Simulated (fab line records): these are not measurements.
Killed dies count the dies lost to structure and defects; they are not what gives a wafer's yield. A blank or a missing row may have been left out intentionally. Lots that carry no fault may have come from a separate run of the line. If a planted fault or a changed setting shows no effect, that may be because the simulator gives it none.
fab line records	flow n5Finfet
record: lots: 6	wafers: 18	lastDay: 18
route steps=1938 shown SD_EPI_N@288 SD_EPI_P@295 BEOL_M4@1111
lots that met no fault: taken from a fault-free run of the same line
startH: start of the lot's first displayed wafer, in hours after the record's first day	waitH: hours elapsed since this lot's preceding step	" unchanged from the row above	L1.1+2: one row covering several wafers at once	- either no value or no given start	* or withheld: withheld	< > ~ a bound
route shown NAME@n: a module of which the file shows steps, and the number in the route of the first	usual: mean and standard deviation over wafers with no fault	same: alike in all rows	chamber/n: place in a boat	sites: the reading at each site	_std_site: the standard deviation of these	_edge_site: outer sites' mean less inner sites'	radiusMm: for every site, how far away it sits from the centre of the wafer	mask NAME#n: copy n	behind: tool/chamber where the wafer was last shaped	hold: what put the lot on hold/how long, in hours/how the hold closed	device: transistor that didn't switch, given as n, p or np	end of line: the same wafers' tests at the end of the route	where a step has no rows: the recipe by itself	killed: the dies lost at the first sort to structure and to defects; this is not the yield of the wafer	map: per-die view of a wafer (x killed, . not killed, _ where there is no die)
set.NAME: the setting as run; set.NAME@STEP: as run at that earlier step	model.NAME: the simulator's own value behind a step, which no gauge read
a table for each step, a row for each wafer; lots at some steps of the route
services: from which hour (startH, from the record's first day; less than 0 if before it) a tool's chamber was out of use, for how many hours, and why
== steps ==
step: N5_SD_EPI_N_EPI_21
recipe: material: Si:P	dopant: P	tempC: 680	pressureTorr: 255	timeS: 690
step: N5_SD_EPI_N_EPI_MEAS_23
recipe: mode: xrd
usual: thkNm: 59.1/1.1
lot.wafer	tool	chamber	startH	waitH	thkNm
L975.1	filmMetro-01	-	70.18	1.4	59.2
L975.3	"	-	"	"	58.9
L975.4	"	-	"	"	59.9
L983.1	filmMetro-01	-	120.26	1.4	60.0
L983.4	"	-	"	"	58.0
L983.6	"	-	"	"	60.1
L990.4	filmMetro-02	-	167.37	0.8	58.6
L990.5	"	-	"	"	59.1
L990.6	"	-	"	"	59.4
L991.2	filmMetro-01	-	170.35	1.2	58.0
L991.3	"	-	"	"	59.5
L991.6	"	-	"	"	58.9
L994.1	filmMetro-02	-	186.60	1.4	61.1
L994.4	"	-	"	"	59.4
L994.5	"	-	"	"	57.3
L995.2	filmMetro-02	-	193.04	1.5	59.1
L995.3	"	-	"	"	59.8
L995.4	"	-	"	"	59.4
step: N5_SD_EPI_N_PRECLEAN_24
recipe: chemistry: O3/DIW	timeS: 60	tempC: 22	o3Ppm: 10
step: N5_SD_EPI_N_SRD_25
recipe: timeS: 30	tempC: 23	rinseLiquid: diw	dry: ipaMarangoni
step: N5_SD_EPI_N_PRECLEAN_49
recipe: chemistry: NF3:NH3	afsCycles: 1	tempC: 30	timeS: 20	sublimationTempC: 180	sublimationTimeS: 60	pressureTorr: 3	rfPowerW: 30
step: N5_SD_EPI_N_LINER_46
recipe: material: SiNx	targetThkA: 30	tempC: 400	aldPrecursorFamily: SiH2I2	aldCoReactant: N2/H2-plasma	pressureTorr: 2
usual: heaterPowerW: 822/39
lot.wafer	tool	chamber	startH	waitH	heaterPowerW
L975.1	aldSin-04	1	70.48	0.2	806
L975.3	"	3	"	"	788
L975.4	"	0	"	"	819
L983.1	aldSin-04	2	120.62	0.2	815
L983.4	"	3	"	"	821
L983.6	"	0	"	"	804
L990.4	aldSin-04	2	167.66	0.1	840
L990.5	"	2	"	"	823
L990.6	"	3	"	"	806
L991.2	aldSin-03	1	171.77	1.3	871
L991.3	"	0	"	"	831
L991.6	"	3	"	"	797
L994.1	aldSin-04	2	187.16	0.4	828
L994.4	"	0	"	"	815
L994.5	"	0	"	"	803
L995.2	aldSin-04	3	193.34	0.1	851
L995.3	"	2	"	"	834
L995.4	"	1	"	"	830
step: N5_SD_EPI_N_INSPECT_26
recipe: inspectInstrument: darkfield	mode: postEpi
usual: rawDefectCount: 201/35
lot.wafer	tool	chamber	startH	waitH	rawDefectCount
L975.1	defectInspect-01	-	70.75	0.2	233
L975.3	"	-	"	"	177
L975.4	"	-	"	"	140
L983.1	defectInspect-02	-	120.87	0.1	183
L983.4	"	-	"	"	192
L983.6	"	-	"	"	125
L990.4	defectInspect-01	-	167.92	0.1	180
L990.5	"	-	"	"	171
L990.6	"	-	"	"	198
L991.2	defectInspect-02	-	172.02	0.1	198
L991.3	"	-	"	"	197
L991.6	"	-	"	"	210
L994.1	defectInspect-02	-	187.41	0.1	195
L994.4	"	-	"	"	165
L994.5	"	-	"	"	165
L995.2	defectInspect-02	-	193.59	0.1	244
L995.3	"	-	"	"	263
L995.4	"	-	"	"	278
step: N5_SD_EPI_P_COAT_34
recipe: resist: SOC	tempC: 250	timeS: 60	spinRpm: 1500	resistThkNm: 350
step: N5_SD_EPI_P_COAT_35
recipe: resist: SiARC	tempC: 220	timeS: 60	spinRpm: 1500	resistThkNm: 35
step: N5_SD_EPI_P_COAT_03
recipe: resist: CAR-ArF-block	spinRpm: 1500	resistThkNm: 150
step: N5_SD_EPI_P_EBR_05
recipe: solvent: PGMEA	ebrWidthMm: 1.5
step: N5_SD_EPI_P_SOFTBAKE_04
recipe: tempC: 110	timeS: 60	resist: CAR-ArF-block
step: N5_SD_EPI_P_EXPOSE_06
recipe: maskId: SD_P_BLK	na: 1.35	sourceShape: conventional	sigmaOuter: 0.8	polarization: unpolarized	targetCdNm: 240	doseMj: 39.5
lot.wafer	tool	chamber	startH	waitH	mask	model.SD_EPI_P.overlayXNm
L975.1+3+4	arfiScanner-02	0	70.90	-	SD_P_BLK#0	-0.4
L983.1+4+6	arfiScanner-03	0	121.14	-	SD_P_BLK#0	-0.4
L990.4+5+6	arfiScanner-02	0	168.08	-	SD_P_BLK#0	48.8
L991.2+3+6	arfiScanner-02	0	172.17	-	SD_P_BLK#0	48
L994.1+4+5	arfiScanner-01	0	187.56	-	SD_P_BLK#0	-0.4
L995.2+3+4	arfiScanner-01	0	193.74	-	SD_P_BLK#0	-0.2
step: N5_SD_EPI_P_PEB_07
recipe: pebTempC: 110	pebTimeS: 60	resist: CAR-ArF-block
step: N5_SD_EPI_P_DEVELOP_08
recipe: developTimeS: 30	developer: TMAH	resist: CAR-ArF-block	devTempC: 23	rinseLiquid: diw	dry: airSpin
step: N5_SD_EPI_P_CD_MEAS_09
recipe: targetCdNm: 240	landingEnergyEv: 500	detector: seInlens
usual: cdNm: 239.9/0.89
lot.wafer	tool	chamber	startH	waitH	cdNm
L975.1	cdSem-03	0	71.02	-	238.9
L975.3	"	0	"	"	238.8
L975.4	"	0	"	"	238.8
L983.1	cdSem-02	0	121.27	-	240.0
L983.4	"	0	"	"	240.8
L983.6	"	0	"	"	239.4
L990.4	cdSem-01	0	168.19	-	238.9
L990.5	"	0	"	"	239.2
L990.6	"	0	"	"	239.1
L991.2	cdSem-01	0	172.29	-	239.5
L991.3	"	0	"	"	239.8
L991.6	"	0	"	"	240.9
L994.1	cdSem-01	0	187.69	-	240.3
L994.4	"	0	"	"	239.4
L994.5	"	0	"	"	240.3
L995.2	cdSem-01	0	193.86	-	241.5
L995.3	"	0	"	"	240.7
L995.4	"	0	"	"	240.8
step: N5_SD_EPI_P_OVL_MEAS_10
recipe: pointsPerWafer: 44
usual: SD_P_BLK_OVL: -0.3/0.84
lot.wafer	tool	chamber	startH	waitH	SD_P_BLK_OVL[nm]
L975.1	overlay-01	0	71.05	0.0	-1.0
L975.3	"	0	"	"	-1.3
L975.4	"	0	"	"	-0.6
L983.1	overlay-02	0	121.30	0.0	-1.0
L983.4	"	0	"	"	-0.2
L983.6	"	0	"	"	-0.2
L990.4	overlay-01	0	168.22	0.0	53.6
L990.5	"	0	"	"	53.0
L990.6	"	0	"	"	52.8
L991.2	overlay-02	0	172.32	0.0	52.5
L991.3	"	0	"	"	52.0
L991.6	"	0	"	"	53.1
L994.1	overlay-02	0	187.72	0.0	-1.8
L994.4	"	0	"	"	-0.3
L994.5	"	0	"	"	-1.8
L995.2	overlay-02	0	193.89	0.0	-0.6
L995.3	"	0	"	"	-0.3
L995.4	"	0	"	"	0.0
step: N5_SD_EPI_P_INSPECT_11
recipe: mode: adi	inspectInstrument: macro
usual: rawDefectCount: 2.2/1.4
lot.wafer	tool	chamber	startH	waitH	rawDefectCount
L975.1	defectInspect-02	-	71.07	0.0	1
L975.3	"	-	"	"	4
L975.4	"	-	"	"	2
L983.1	defectInspect-01	-	121.32	0.0	2
L983.4	"	-	"	"	2
L983.6	"	-	"	"	2
L990.4	defectInspect-01	-	168.24	0.0	3
L990.5	"	-	"	"	3
L990.6	"	-	"	"	2
L991.2	defectInspect-02	-	172.35	0.0	1
L991.3	"	-	"	"	0
L991.6	"	-	"	"	4
L994.1	defectInspect-02	-	187.74	0.0	4
L994.4	"	-	"	"	1
L994.5	"	-	"	"	2
L995.2	defectInspect-02	-	193.92	0.0	3
L995.3	"	-	"	"	2
L995.4	"	-	"	"	3
step: N5_BEOL_M4_RC_MEAS_101
usual: DIBL_N: 36.2/1.6	DIBL_P: 36.1/2	IOFF_N: 0.16/0.032	IOFF_P: 0.22/0.036	ION_N: 672/11	ION_P: 463/7.5	SS_N: 71.4/0.58	SS_P: 73.2/0.67	VT_N: 250/3.3	VT_P: -250/3.3
lot.wafer	tool	chamber	startH	waitH	DIBL_N[mV/V]	DIBL_P[mV/V]	IOFF_N[nA/um]	IOFF_P[nA/um]	ION_N[uA/um]	ION_P[uA/um]	SS_N[mV/dec]	SS_P[mV/dec]	VT_N[mV]	VT_P[mV]
L975.1	prober-02	0	181.49	0.0	36.2	35.0	0.15	0.20	673	464	71.3	73.4	252	-251
L975.3	"	0	"	"	36.9	36.1	0.16	0.22	677	462	71.9	73.9	249	-247
L975.4	"	0	"	"	38.1	36.8	0.17	0.24	673	457	72.3	73.9	250	-248
L983.1	prober-01	0	237.90	0.0	36.6	37.0	0.17	0.26	681	470	71.9	73.4	249	-245
L983.4	"	0	"	"	37.8	38.8	0.20	0.30	680	472	71.7	73.8	244	-244
L983.6	"	0	"	"	37.1	37.5	0.19	0.28	683	477	72.1	72.7	246	-242
L990.4	prober-02	0	286.61	0.5	35.9	37.0	0.17	0.26	681	466	71.5	73.2	247	-246
L990.5	"	0	"	"	33.8	34.1	0.13	0.22	665	465	71.0	72.9	252	-248
L990.6	"	0	"	"	34.6	34.7	0.16	0.22	689	476	71.1	72.6	249	-248
L991.2	prober-02	0	317.48	0.2	39.6	37.8	0.25	0.23	679	459	73.6	73.9	245	-249
L991.3	"	0	"	"	38.6	37.9	0.20	0.24	666	453	72.5	74.0	249	-250
L991.6	"	0	"	"	37.0	36.2	0.18	0.20	673	454	72.5	73.8	246	-253
L994.1	prober-02	0	322.86	0.0	35.0	35.9	0.14	0.18	678	465	70.4	72.6	252	-251
L994.4	"	0	"	"	35.1	36.2	0.13	0.18	679	464	71.2	72.8	251	-252
L994.5	"	0	"	"	36.3	37.7	0.16	0.21	677	467	71.5	72.8	250	-253
L995.2	prober-02	0	340.00	0.2	36.9	38.3	0.17	0.23	675	469	71.6	73.0	249	-251
L995.3	"	0	"	"	34.1	34.9	0.12	0.19	668	464	71.0	72.4	254	-252
L995.4	"	0	"	"	34.5	35.5	0.14	0.19	671	463	71.1	72.4	250	-250
== services ==
tool	chamber	startH	hours	kind
arfiScanner-03	-	49.69	0.8	pm
arfiScanner-01	-	60.33	1.0	pm
arfiScanner-01	-	71.65	1.0	pm
arfiScanner-01	-	75.24	0.6	repair
arfiScanner-02	-	78.63	1.3	pm
arfiScanner-01	-	79.73	1.8	repair
arfiScanner-03	-	79.98	1.2	repair
arfiScanner-03	-	82.70	1.3	pm
arfiScanner-01	-	85.29	4.8	repair
aldSin-04	-	85.71	14.0	pm
arfiScanner-03	-	88.70	1.0	pm
arfiScanner-03	-	100.71	3.9	pm
aldSin-04	0	125.72	10.5	repair
arfiScanner-01	-	126.20	0.9	repair
arfiScanner-02	-	129.53	1.0	pm
arfiScanner-01	-	136.77	1.3	pm
arfiScanner-02	-	149.27	0.8	pm
arfiScanner-01	-	151.13	13.9	repair
arfiScanner-02	-	151.32	1.0	pm
arfiScanner-03	-	152.81	1.2	repair
arfiScanner-01	-	165.07	0.8	pm
arfiScanner-02	-	178.61	2.3	repair
arfiScanner-01	-	180.05	0.5	repair
arfiScanner-01	-	189.36	1.5	pm
== key ==
firstSign: step: N5_SD_EPI_P_OVL_MEAS_10	reading: SD_P_BLK_OVL	direction: up	sigmas: 63	usual: -0.3	struck: 52.8
effect none on later readings
modelEffect: step: N5_SD_EPI_P_EXPOSE_06	value: SD_EPI_P.overlayXNm	without: -0.2	struck: 48.4
metAt N5_SD_EPI_P_EXPOSE_06
struckWafers L990.4,L990.5,L990.6,L991.2,L991.3,L991.6
onsetBetween 70.90 168.08
fault: kind: scannerMatchingOverlay	tool: arfiScanner-02	chamber: -	onsetH: 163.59	steps: N5_SD_EPI_P_EXPOSE_06	offset: 48.482
